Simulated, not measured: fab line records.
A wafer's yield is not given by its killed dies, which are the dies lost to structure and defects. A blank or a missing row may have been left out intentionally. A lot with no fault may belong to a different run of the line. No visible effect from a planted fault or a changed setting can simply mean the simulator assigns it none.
Which tool is to blame? || flow nandHarc || 6 lots with 18 wafers sampled at 3 steps, on a route of 1302 steps

== WHAT THE GAUGES SHOWED, per wafer ==
NHARC_P_GATE_CD_MEAS_46: the cd target is 720 nm.
{"lot": "L876", "measured": "day 8 00:29", "on": "cdSem-03", "cdNm (nm)": "719.4 720.6 717.5"}
{"lot": "L878", "measured": "day 8 18:38", "on": "cdSem-02", "cdNm (nm)": "719.7 720.2 720.1"}
{"lot": "L885", "measured": "day 11 15:16", "on": "cdSem-02", "cdNm (nm)": "715.9 718.3 718.5"}
{"lot": "L888", "measured": "day 13 01:31", "on": "cdSem-01", "cdNm (nm)": "721.2 721.9 720.5"}
{"lot": "L890", "measured": "day 14 12:08", "on": "cdSem-01", "cdNm (nm)": "717.3 719.1 715.8"}
{"lot": "L892", "measured": "day 14 18:46", "on": "cdSem-01", "cdNm (nm)": "720.0 719.7 720.2"}

== WHAT TOOL EACH LOT RAN ON (gives the tool, then ch and the chambers of the sampled wafers, and finally the start) ==
{"lot": "L876", "NHARC_P_STI_DESCUM_14": "rieDiel-11 ch 0,2, day 5 07:49", "NHARC_P_GATE_EXPOSE_43": "krfScanner-01 ch 0, day 8 00:20"}
{"lot": "L878", "NHARC_P_STI_DESCUM_14": "rieDiel-06 ch 1,2,3, day 6 05:44", "NHARC_P_GATE_EXPOSE_43": "krfScanner-01 ch 0, day 8 18:28"}
{"lot": "L885", "NHARC_P_STI_DESCUM_14": "rieDiel-07 ch 1,3, day 9 01:25", "NHARC_P_GATE_EXPOSE_43": "krfScanner-02 ch 0, day 11 15:06"}
{"lot": "L888", "NHARC_P_STI_DESCUM_14": "rieDiel-06 ch 0,1, day 10 09:27", "NHARC_P_GATE_EXPOSE_43": "krfScanner-02 ch 0, day 13 01:22"}
{"lot": "L890", "NHARC_P_STI_DESCUM_14": "rieDiel-06 ch 0,1,3, day 11 05:49", "NHARC_P_GATE_EXPOSE_43": "krfScanner-03 ch 0, day 14 11:59"}
{"lot": "L892", "NHARC_P_STI_DESCUM_14": "rieDiel-06 ch 0,3, day 12 00:10", "NHARC_P_GATE_EXPOSE_43": "krfScanner-02 ch 0, day 14 18:37"}
- NHARC_P_STI_DESCUM_14: chemistry O2, time 3 s.
- NHARC_P_GATE_EXPOSE_43: exposes mask P NSD, target cd 720 nm.

== THE ANSWER, worked out from the rows above alone ==
Rule: the lots themselves supply what counts as usual. The widest of any qualifying gaps counts: lots, ordered by their means at a reading, are off when they make up no more than a third of the lots, leave a main group of 4 or more, and stand apart from it by 3 or more times the standard deviation of that group's means. A main group is skipped when, at the precision printed for the reading in the tables above, its means are all equal. Also off: a lot with no number at a reading for which 4 or more lots have one. The other lots that the step has rows for count as sound.
Across all readings shown, no lot is off: no conclusion can be drawn from this.

== WHAT HAD BEEN PUT IN BY THE SIMULATOR ==
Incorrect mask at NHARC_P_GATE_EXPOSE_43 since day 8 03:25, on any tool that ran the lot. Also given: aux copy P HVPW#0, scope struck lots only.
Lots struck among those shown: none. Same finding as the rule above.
